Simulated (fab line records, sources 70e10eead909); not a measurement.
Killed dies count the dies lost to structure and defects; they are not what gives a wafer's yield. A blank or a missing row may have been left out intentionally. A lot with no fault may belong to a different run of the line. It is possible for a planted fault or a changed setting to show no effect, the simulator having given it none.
Chamber matching | flow nandHarc | rieDiel-08 running NHARC_P_BONDPAD_ETCH_24: 4 sister chambers
The step etches the open film in CF4/N2, target depth 30 nm, time 72.99 s. 4 wafers are shown with their chamber, then 7 later ones without.

== WAFERS, EACH WITH ITS CHAMBER ==
wafer  | chamber | showerheadPlenumPTorr (Torr)
L642.1 | 3       | 2.63
L642.2 | 2       | 2.50
L650.1 | 1       | 2.78
L650.3 | 0       | 2.45

== WAFERS MISSING THEIR CHAMBER ==
wafer  | showerheadPlenumPTorr (Torr)
L650.5 | 2.50
L654.1 | 2.78
L654.3 | 2.45
L654.4 | 2.63
L655.3 | 2.63
L655.4 | 2.50
L655.6 | 2.44

== THE CHAMBER EACH PASSED THROUGH ==
wafer  | from the rows above | in truth
L650.5 | 2                   | 2
L654.1 | 1                   | 1
L654.3 | 0                   | 0
L654.4 | 3                   | 3
L655.3 | 3                   | 3
L655.4 | 2                   | 2
L655.6 | 0                   | 0
7 of 7 placed correctly. Left unplaced by these rows: 0. Placed wrongly: 0.
How it was worked out, from the rows above alone: a wafer's distance from a chamber is the root of the sum, over the readings, of the square of ((its reading less the chamber's mean) divided by the reading's scatter). The wafer belongs to the nearest chamber; if the next one is less than 2 further off, it can't be placed. Each chamber's mean is taken over the wafers shown for it. The scatter: with one shown wafer a chamber, the root of the mean of the squares of how far each hidden wafer lies from its nearest shown one.
